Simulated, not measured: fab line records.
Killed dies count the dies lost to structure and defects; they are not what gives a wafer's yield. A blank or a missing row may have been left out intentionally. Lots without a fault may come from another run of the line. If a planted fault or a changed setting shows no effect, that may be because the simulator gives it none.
Chamber matching -- flow nand-harc -- NHARC_P_BONDPAD_DESCUM_11 on rie-diel-02 has 4 sister chambers
The step chemistry O2, time 3 s. 4 wafers are shown with their chamber, then 12 later ones without.

== EACH WAFER AND ITS CHAMBER ==
wafer,chamber,drypump-motor-current-A (A)
L092.5,0,5.63
L093.1,2,5.24
L093.3,1,4.96
L093.4,3,5.57

== WAFERS WITHOUT THEIR CHAMBER ==
wafer,drypump-motor-current-A (A)
L094.4,5.63
L094.5,4.97
L094.6,5.63
L095.1,4.98
L095.2,5.54
L095.4,5.62
L096.3,5.26
L096.4,4.99
L096.6,5.55
L097.1,5.64
L097.2,5.23
L097.4,5.55

== CHAMBER TAKEN BY EACH ==
wafer,from the rows above,in truth
L094.4,0,0
L094.5,1,1
L094.6,0,0
L095.1,1,1
L095.2,3,3
L095.4,0,0
L096.3,2,2
L096.4,1,1
L096.6,3,3
L097.1,0,0
L097.2,2,2
L097.4,3,3
12 of 12 placed correctly. Can't be placed from these rows: 0. 0 placed wrongly.
How it was worked out, from the rows above alone: a wafer's distance from a chamber is the root of the sum, over the readings, of the square of ((its reading less the chamber's mean) divided by the reading's scatter). The wafer belongs to the nearest chamber; if the next one is less than 2 further off, it can't be placed. The mean given for a chamber averages the wafers shown for that chamber. The scatter: root of mean squared gap, hidden wafer to nearest shown wafer, with one shown wafer a chamber.
